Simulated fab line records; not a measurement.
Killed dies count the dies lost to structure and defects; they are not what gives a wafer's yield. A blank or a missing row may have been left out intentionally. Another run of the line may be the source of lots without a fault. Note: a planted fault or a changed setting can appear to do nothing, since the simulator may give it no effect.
Which tool is to blame? || flow n5 finfet || 10 lots, 28 wafers sampled, at 4 steps of a route of 1938

== WHAT EACH GAUGE READ, for each wafer ==
N5_BEOL_M4_RC_MEAS_101. Usual: DIBL_N 35.3 mV/V, standard deviation 1.8; DIBL_P 35.2 mV/V, standard deviation 2.2; IOFF_N 0.144 nA/um, standard deviation 0.029; IOFF_N_85C 2.8 nA/um, standard deviation 0.48; IOFF_N_LIN 0.068 nA/um, standard deviation 0.011; IOFF_N_LONG 5.58e-05 nA/um, standard deviation 2.5e-06; IOFF_P 0.19 nA/um, standard deviation 0.031; IOFF_P_85C 3.4 nA/um, standard deviation 0.45; IOFF_P_LIN 0.094 nA/um, standard deviation 0.011; ION_N 670 uA/um, standard deviation 12; ION_P 460 uA/um, standard deviation 7.6; SS_N 71.2 mV/dec, standard deviation 0.62; SS_P 73.0 mV/dec, standard deviation 0.69; VT_N 251 mV, standard deviation 3.4; VT_P -251.4 mV, standard deviation 2.6.
{"lot": "L479", "measured": "day 9 00:25", "on": "prober-02", "DIBL_N (mV/V)": "33.2 33.8 34.2", "DIBL_P (mV/V)": "33.2 34.6 34.7", "IOFF_N (nA/um)": "0.121 0.138 0.134", "IOFF_N_85C (nA/um)": "2.5 2.7 2.7", "IOFF_N_LIN (nA/um)": "0.059 0.067 0.065", "IOFF_N_LONG (nA/um)": "5.78e-05 5.83e-05 5.78e-05", "IOFF_P (nA/um)": "0.16 0.19 0.19", "IOFF_P_85C (nA/um)": "2.8 3.3 3.4", "IOFF_P_LIN (nA/um)": "0.081 0.094 0.096", "ION_N (uA/um)": "657 688 659", "ION_P (uA/um)": "446 471 456", "SS_N (mV/dec)": "70.9 70.9 70.6", "SS_P (mV/dec)": "72.7 72.6 73.1", "VT_N (mV)": "254 250 251", "VT_P (mV)": "-255.4 -251.3 -249.5", "flag": ""}
{"lot": "L480", "measured": "day 9 18:31", "on": "prober-02", "DIBL_N (mV/V)": "35.0 35.8 33.7", "DIBL_P (mV/V)": "35.5 36.9 34.3", "IOFF_N (nA/um)": "0.112 0.119 0.097", "IOFF_N_85C (nA/um)": "2.3 2.4 2.0", "IOFF_N_LIN (nA/um)": "0.055 0.058 0.051", "IOFF_N_LONG (nA/um)": "4.99e-05 4.92e-05 4.86e-05", "IOFF_P (nA/um)": "0.16 0.17 0.14", "IOFF_P_85C (nA/um)": "2.9 3.0 2.6", "IOFF_P_LIN (nA/um)": "0.078 0.081 0.072", "ION_N (uA/um)": "661 655 664", "ION_P (uA/um)": "460 456 455", "SS_N (mV/dec)": "70.7 71.5 70.7", "SS_P (mV/dec)": "72.4 73.4 71.6", "VT_N (mV)": "258 256 257", "VT_P (mV)": "-253.7 -254.2 -258.8", "flag": ""}
{"lot": "L481", "measured": "day 9 22:12", "on": "prober-02", "DIBL_N (mV/V)": "34.0 36.4 33.7", "DIBL_P (mV/V)": "33.6 36.8 32.6", "IOFF_N (nA/um)": "0.122 0.160 0.119", "IOFF_N_85C (nA/um)": "2.5 3.1 2.4", "IOFF_N_LIN (nA/um)": "0.059 0.073 0.058", "IOFF_N_LONG (nA/um)": "5.47e-05 5.46e-05 5.59e-05", "IOFF_P (nA/um)": "0.19 0.25 0.18", "IOFF_P_85C (nA/um)": "3.4 4.1 3.2", "IOFF_P_LIN (nA/um)": "0.094 0.112 0.089", "ION_N (uA/um)": "665 681 662", "ION_P (uA/um)": "463 473 459", "SS_N (mV/dec)": "71.0 71.7 69.9", "SS_P (mV/dec)": "72.7 73.3 72.2", "VT_N (mV)": "252 249 253", "VT_P (mV)": "-251.3 -247.2 -250.4", "flag": ""}
{"lot": "L484", "measured": "day 10 21:05", "on": "prober-01", "DIBL_N (mV/V)": "29.2 34.0", "DIBL_P (mV/V)": "27.8 34.2", "IOFF_N (nA/um)": "0.072 0.124", "IOFF_N_85C (nA/um)": "1.6 2.5", "IOFF_N_LIN (nA/um)": "0.037 0.058", "IOFF_N_LONG (nA/um)": "5.42e-05 5.39e-05", "IOFF_P (nA/um)": "0.10 0.16", "IOFF_P_85C (nA/um)": "2.0 3.0", "IOFF_P_LIN (nA/um)": "0.060 0.082", "ION_N (uA/um)": "628 651", "ION_P (uA/um)": "436 449", "SS_N (mV/dec)": "69.8 71.8", "SS_P (mV/dec)": "72.0 73.0", "VT_N (mV)": "263 255", "VT_P (mV)": "-260.2 -253.9", "flag": ""}
{"lot": "L487", "measured": "day 11 00:54", "on": "prober-02", "DIBL_N (mV/V)": "40.5 37.7", "DIBL_P (mV/V)": "42.0 38.2", "IOFF_N (nA/um)": "0.274 0.181", "IOFF_N_85C (nA/um)": "4.8 3.4", "IOFF_N_LIN (nA/um)": "0.125 0.082", "IOFF_N_LONG (nA/um)": "6.54e-05 5.78e-05", "IOFF_P (nA/um)": "0.33 0.24", "IOFF_P_85C (nA/um)": "5.3 4.1", "IOFF_P_LIN (nA/um)": "0.149 0.108", "ION_N (uA/um)": "705 683", "ION_P (uA/um)": "475 464", "SS_N (mV/dec)": "71.9 71.9", "SS_P (mV/dec)": "74.8 74.0", "VT_N (mV)": "241 245", "VT_P (mV)": "-243.6 -249.2", "flag": "OFF"}
{"lot": "L494", "measured": "day 14 03:11", "on": "prober-02", "DIBL_N (mV/V)": "35.6 34.3 36.8", "DIBL_P (mV/V)": "36.8 33.9 37.6", "IOFF_N (nA/um)": "0.138 0.111 0.154", "IOFF_N_85C (nA/um)": "2.7 2.3 3.0", "IOFF_N_LIN (nA/um)": "0.066 0.056 0.071", "IOFF_N_LONG (nA/um)": "5.23e-05 5.48e-05 5.32e-05", "IOFF_P (nA/um)": "0.20 0.16 0.21", "IOFF_P_85C (nA/um)": "3.6 2.9 3.6", "IOFF_P_LIN (nA/um)": "0.098 0.082 0.097", "ION_N (uA/um)": "676 669 672", "ION_P (uA/um)": "467 466 458", "SS_N (mV/dec)": "71.4 71.0 71.3", "SS_P (mV/dec)": "73.2 72.4 73.4", "VT_N (mV)": "252 255 252", "VT_P (mV)": "-252.4 -254.0 -252.4", "flag": ""}
{"lot": "L498", "measured": "day 13 21:32", "on": "prober-02", "DIBL_N (mV/V)": "34.2 32.6 33.4", "DIBL_P (mV/V)": "33.7 31.2 32.4", "IOFF_N (nA/um)": "0.142 0.108 0.120", "IOFF_N_85C (nA/um)": "2.8 2.2 2.5", "IOFF_N_LIN (nA/um)": "0.070 0.055 0.061", "IOFF_N_LONG (nA/um)": "5.87e-05 5.95e-05 5.92e-05", "IOFF_P (nA/um)": "0.19 0.16 0.18", "IOFF_P_85C (nA/um)": "3.4 2.8 3.2", "IOFF_P_LIN (nA/um)": "0.095 0.081 0.091", "ION_N (uA/um)": "685 667 684", "ION_P (uA/um)": "470 460 474", "SS_N (mV/dec)": "70.9 71.0 70.9", "SS_P (mV/dec)": "72.5 72.6 72.9", "VT_N (mV)": "250 253 254", "VT_P (mV)": "-249.0 -253.1 -249.8", "flag": ""}
{"lot": "L499", "measured": "day 14 06:23", "on": "prober-02", "DIBL_N (mV/V)": "38.2 36.5 33.5", "DIBL_P (mV/V)": "38.3 36.2 32.3", "IOFF_N (nA/um)": "0.193 0.149 0.112", "IOFF_N_85C (nA/um)": "3.6 2.9 2.3", "IOFF_N_LIN (nA/um)": "0.087 0.071 0.056", "IOFF_N_LONG (nA/um)": "5.52e-05 5.42e-05 5.61e-05", "IOFF_P (nA/um)": "0.24 0.22 0.16", "IOFF_P_85C (nA/um)": "4.1 3.8 2.9", "IOFF_P_LIN (nA/um)": "0.113 0.105 0.084", "ION_N (uA/um)": "678 677 671", "ION_P (uA/um)": "463 461 467", "SS_N (mV/dec)": "72.3 71.6 71.1", "SS_P (mV/dec)": "73.8 72.4 71.8", "VT_N (mV)": "246 252 251", "VT_P (mV)": "-248.2 -249.9 -253.5", "flag": ""}
{"lot": "L500", "measured": "day 14 12:19", "on": "prober-01", "DIBL_N (mV/V)": "35.8 37.0 33.9", "DIBL_P (mV/V)": "35.3 37.5 33.2", "IOFF_N (nA/um)": "0.138 0.159 0.114", "IOFF_N_85C (nA/um)": "2.7 3.1 2.3", "IOFF_N_LIN (nA/um)": "0.066 0.073 0.057", "IOFF_N_LONG (nA/um)": "5.57e-05 5.44e-05 5.53e-05", "IOFF_P (nA/um)": "0.20 0.23 0.16", "IOFF_P_85C (nA/um)": "3.4 3.9 2.9", "IOFF_P_LIN (nA/um)": "0.096 0.107 0.084", "ION_N (uA/um)": "668 661 651", "ION_P (uA/um)": "456 460 450", "SS_N (mV/dec)": "71.2 71.6 70.2", "SS_P (mV/dec)": "73.1 72.8 72.4", "VT_N (mV)": "250 250 254", "VT_P (mV)": "-249.3 -248.0 -253.4", "flag": ""}
{"lot": "L501", "measured": "day 15 05:55", "on": "prober-01", "DIBL_N (mV/V)": "35.6 40.4 37.9", "DIBL_P (mV/V)": "34.8 40.9 37.7", "IOFF_N (nA/um)": "0.137 0.234 0.171", "IOFF_N_85C (nA/um)": "2.8 4.4 3.4", "IOFF_N_LIN (nA/um)": "0.066 0.099 0.079", "IOFF_N_LONG (nA/um)": "5.36e-05 5.41e-05 5.35e-05", "IOFF_P (nA/um)": "0.18 0.28 0.23", "IOFF_P_85C (nA/um)": "3.2 4.6 3.8", "IOFF_P_LIN (nA/um)": "0.086 0.116 0.101", "ION_N (uA/um)": "667 680 670", "ION_P (uA/um)": "456 461 460", "SS_N (mV/dec)": "71.4 73.2 72.4", "SS_P (mV/dec)": "73.4 74.8 74.4", "VT_N (mV)": "254 244 247", "VT_P (mV)": "-254.8 -247.3 -250.3", "flag": ""}

== TOOL THAT RAN EACH LOT (tool first, then ch and the chambers of the sampled wafers, then the start) ==
{"lot": "L479", "N5_STI_FIN_REVEAL_OXIDATION_31": "plasma asher-02 ch 0,1, day 2 17:52", "N5_BEOL_M4_ANNEAL_91": "pvd sputter-02, day 8 22:23", "N5_BEOL_M4_SPUTTER_96": "pvd sputter-02, day 8 22:58"}
{"lot": "L480", "N5_STI_FIN_REVEAL_OXIDATION_31": "plasma asher-02 ch 0,1, day 3 01:17", "N5_BEOL_M4_ANNEAL_91": "pvd sputter-01, day 9 16:43", "N5_BEOL_M4_SPUTTER_96": "pvd sputter-01, day 9 17:18"}
{"lot": "L481", "N5_STI_FIN_REVEAL_OXIDATION_31": "plasma asher-02 ch 0,1, day 3 06:59", "N5_BEOL_M4_ANNEAL_91": "pvd sputter-03, day 9 20:13", "N5_BEOL_M4_SPUTTER_96": "pvd sputter-03, day 9 20:47"}
{"lot": "L484", "N5_STI_FIN_REVEAL_OXIDATION_31": "plasma asher-01 ch 0, day 4 00:55", "N5_BEOL_M4_ANNEAL_91": "pvd sputter-02, day 10 19:06", "N5_BEOL_M4_SPUTTER_96": "pvd sputter-02, day 10 19:41"}
{"lot": "L487", "N5_STI_FIN_REVEAL_OXIDATION_31": "plasma asher-02 ch 0,1, day 4 18:44", "N5_BEOL_M4_ANNEAL_91": "pvd sputter-03, day 10 22:54", "N5_BEOL_M4_SPUTTER_96": "pvd sputter-03, day 10 23:29"}
{"lot": "L494", "N5_STI_FIN_REVEAL_OXIDATION_31": "plasma asher-01 ch 1, day 6 17:30", "N5_BEOL_M4_ANNEAL_91": "pvd sputter-02, day 14 00:55", "N5_BEOL_M4_SPUTTER_96": "pvd sputter-02, day 14 01:29"}
{"lot": "L498", "N5_STI_FIN_REVEAL_OXIDATION_31": "plasma asher-02 ch 0,1, day 7 11:31", "N5_BEOL_M4_ANNEAL_91": "pvd sputter-03, day 13 19:40", "N5_BEOL_M4_SPUTTER_96": "pvd sputter-03, day 13 20:15"}
{"lot": "L499", "N5_STI_FIN_REVEAL_OXIDATION_31": "plasma asher-01 ch 0,1, day 7 18:21", "N5_BEOL_M4_ANNEAL_91": "pvd sputter-01, day 14 04:42", "N5_BEOL_M4_SPUTTER_96": "pvd sputter-01, day 14 05:17"}
{"lot": "L500", "N5_STI_FIN_REVEAL_OXIDATION_31": "plasma asher-01 ch 0,1, day 8 00:23", "N5_BEOL_M4_ANNEAL_91": "pvd sputter-03, day 14 10:38", "N5_BEOL_M4_SPUTTER_96": "pvd sputter-03, day 14 11:13"}
{"lot": "L501", "N5_STI_FIN_REVEAL_OXIDATION_31": "plasma asher-01 ch 0,1, day 8 07:08", "N5_BEOL_M4_ANNEAL_91": "pvd sputter-02, day 15 02:56", "N5_BEOL_M4_SPUTTER_96": "pvd sputter-02, day 15 03:31"}
- N5_STI_FIN_REVEAL_OXIDATION_31: chemistry O2 PLASMA REMOTE, time 20 s.
- N5_BEOL_M4_ANNEAL_91: time 240 s.
- N5_BEOL_M4_SPUTTER_96: material Cu, target thk 4.5 nm, time 8.29 s.

== WHAT THE TOOLS THEMSELVES READ (means of the sampled wafers that have a number; where no wafer has one, the mark that the record gives instead) ==
N5_STI_FIN_REVEAL_OXIDATION_31. Usual: drypump motor current A 5.9 A, standard deviation 0.31; heater power w 146 W, standard deviation 14.
{"lot": "L479", "tool": "plasma asher-02", "drypump motor current A (A)": 6.0, "heater power w (W)": 152, "flag": ""}
{"lot": "L480", "tool": "plasma asher-02", "drypump motor current A (A)": 6.0, "heater power w (W)": 144, "flag": ""}
{"lot": "L481", "tool": "plasma asher-02", "drypump motor current A (A)": 6.0, "heater power w (W)": 145, "flag": ""}
{"lot": "L484", "tool": "plasma asher-01", "drypump motor current A (A)": 5.5, "heater power w (W)": 132, "flag": ""}
{"lot": "L487", "tool": "plasma asher-02", "drypump motor current A (A)": 6.0, "heater power w (W)": 148, "flag": ""}
{"lot": "L494", "tool": "plasma asher-01", "drypump motor current A (A)": 6.3, "heater power w (W)": 150, "flag": ""}
{"lot": "L498", "tool": "plasma asher-02", "drypump motor current A (A)": 6.0, "heater power w (W)": 144, "flag": ""}
{"lot": "L499", "tool": "plasma asher-01", "drypump motor current A (A)": 5.7, "heater power w (W)": 140, "flag": ""}
{"lot": "L500", "tool": "plasma asher-01", "drypump motor current A (A)": 6.0, "heater power w (W)": 145, "flag": ""}
{"lot": "L501", "tool": "plasma asher-01", "drypump motor current A (A)": 6.0, "heater power w (W)": 144, "flag": ""}

N5_BEOL_M4_ANNEAL_91. Usual: heater power w 821 W, standard deviation 84.
{"lot": "L479", "tool": "pvd sputter-02", "heater power w (W)": 817, "flag": ""}
{"lot": "L480", "tool": "pvd sputter-01", "heater power w (W)": 875, "flag": ""}
{"lot": "L481", "tool": "pvd sputter-03", "heater power w (W)": 758, "flag": ""}
{"lot": "L484", "tool": "pvd sputter-02", "heater power w (W)": 847, "flag": ""}
{"lot": "L487", "tool": "pvd sputter-03", "heater power w (W)": 877, "flag": ""}
{"lot": "L494", "tool": "pvd sputter-02", "heater power w (W)": 851, "flag": ""}
{"lot": "L498", "tool": "pvd sputter-03", "heater power w (W)": 831, "flag": ""}
{"lot": "L499", "tool": "pvd sputter-01", "heater power w (W)": 794, "flag": ""}
{"lot": "L500", "tool": "pvd sputter-03", "heater power w (W)": 820, "flag": ""}
{"lot": "L501", "tool": "pvd sputter-02", "heater power w (W)": 824, "flag": ""}

N5_BEOL_M4_SPUTTER_96. Usual: throttle valve pct 30.4 %, standard deviation 1.2.
{"lot": "L479", "tool": "pvd sputter-02", "throttle valve pct (%)": 29.7, "flag": ""}
{"lot": "L480", "tool": "pvd sputter-01", "throttle valve pct (%)": 31.2, "flag": ""}
{"lot": "L481", "tool": "pvd sputter-03", "throttle valve pct (%)": 30.7, "flag": ""}
{"lot": "L484", "tool": "pvd sputter-02", "throttle valve pct (%)": 29.4, "flag": ""}
{"lot": "L487", "tool": "pvd sputter-03", "throttle valve pct (%)": 27.8, "flag": ""}
{"lot": "L494", "tool": "pvd sputter-02", "throttle valve pct (%)": 30.7, "flag": ""}
{"lot": "L498", "tool": "pvd sputter-03", "throttle valve pct (%)": 29.5, "flag": ""}
{"lot": "L499", "tool": "pvd sputter-01", "throttle valve pct (%)": 31.0, "flag": ""}
{"lot": "L500", "tool": "pvd sputter-03", "throttle valve pct (%)": 29.6, "flag": ""}
{"lot": "L501", "tool": "pvd sputter-02", "throttle valve pct (%)": 30.5, "flag": ""}

== THE ANSWER, worked out from the rows above alone ==
Rule: take the mean of a lot's wafers that have a number; if it is more than 3 standard deviations from the usual mean, the lot is off. Also off: a lot with no number at a reading for which 4 or more lots have one. The other lots that the step has rows for count as sound. After the gauges, taken in route order, come the tools' own readings; for these a lot's mean is taken, as printed above. The first step at which some lot is off is used, and at that step the reading that is off furthest; a lot without a number counts as furthest.
Off: at N5_BEOL_M4_RC_MEAS_101 (IOFF_N_LIN), L487.
A tool fits if, at a process step before that reading, it ran every lot that is off, and no sound lot after the first of them. Gauges at N5_BEOL_M4_RC_MEAS_101: tried the same way as those tools. None of those tried fits.

== WHAT THE SIMULATOR HAD INSERTED ==
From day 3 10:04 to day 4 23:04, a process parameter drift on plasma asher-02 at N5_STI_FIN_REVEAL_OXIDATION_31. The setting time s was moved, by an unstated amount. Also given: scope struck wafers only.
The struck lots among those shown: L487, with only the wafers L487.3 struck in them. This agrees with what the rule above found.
